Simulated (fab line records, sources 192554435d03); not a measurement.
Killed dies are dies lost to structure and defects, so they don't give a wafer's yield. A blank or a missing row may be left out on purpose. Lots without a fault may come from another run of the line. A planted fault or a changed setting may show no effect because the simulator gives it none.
Which tool did it? | flow n5_finfet | 12 lots, 34 wafers sampled, at 1 step of a route of 1938

WHAT THE GAUGES READ, wafer by wafer
N5_BEOL_M10_OVL_MEAS_29. Usual: V9_OVL -0.2 nm, standard deviation 0.6.
lot  | measured     | on         | V9_OVL (nm)    | flag
L765 | day 10 08:29 | overlay-01 | -0.9 -0.4 -1.5 |
L766 | day 10 16:02 | overlay-01 | -1.6 -1.5 0.7  |
L768 | day 10 19:35 | overlay-01 | -0.3 -1.2 0.1  |
L767 | day 10 22:35 | overlay-02 | -1.3 -0.2 -0.5 |
L770 | day 12 04:35 | overlay-02 | -1.9 -0.8 -1.7 |
L769 | day 12 04:46 | overlay-01 | 0.3 -0.5       |
L773 | day 12 11:07 | overlay-02 | -0.6 0.1 -0.4  |
L771 | day 12 13:07 | overlay-02 | 0.0 0.1 -0.5   |
L772 | day 12 14:02 | overlay-01 | 0.1 -0.2 0.9   |
L782 | day 15 02:23 | overlay-01 | 0.5 0.3        |
L783 | day 15 02:39 | overlay-02 | -0.3 -1.2 -0.1 |
L784 | day 15 13:20 | overlay-02 | 0.1 -0.4 0.1   |

WHICH TOOL RAN EACH LOT (tool, then ch and the chambers of the sampled wafers, then the start)
The record holds no process step before these readings.

WHAT THE TOOLS THEMSELVES READ (means of the sampled wafers that have a number; where no wafer has one, the mark that the record gives instead)
The record holds no such reading with a usual standard deviation.

THE ANSWER, worked out from the rows above alone
Rule: a lot is off if the mean of its wafers that have a number lies more than 3 standard deviations from the usual mean. A lot without any number at a reading at which 4 lots or more have one is off too. The other lots that the step has rows for count as sound. The gauges are gone through in route order, then the tools' own readings, and for those a lot's mean is taken as printed above. The first step at which some lot is off is used, and at that step the reading that is off furthest; a lot without a number counts as furthest.
No lot is off at any reading shown: from this, nothing can be told.

WHAT THE SIMULATOR HAD PUT IN
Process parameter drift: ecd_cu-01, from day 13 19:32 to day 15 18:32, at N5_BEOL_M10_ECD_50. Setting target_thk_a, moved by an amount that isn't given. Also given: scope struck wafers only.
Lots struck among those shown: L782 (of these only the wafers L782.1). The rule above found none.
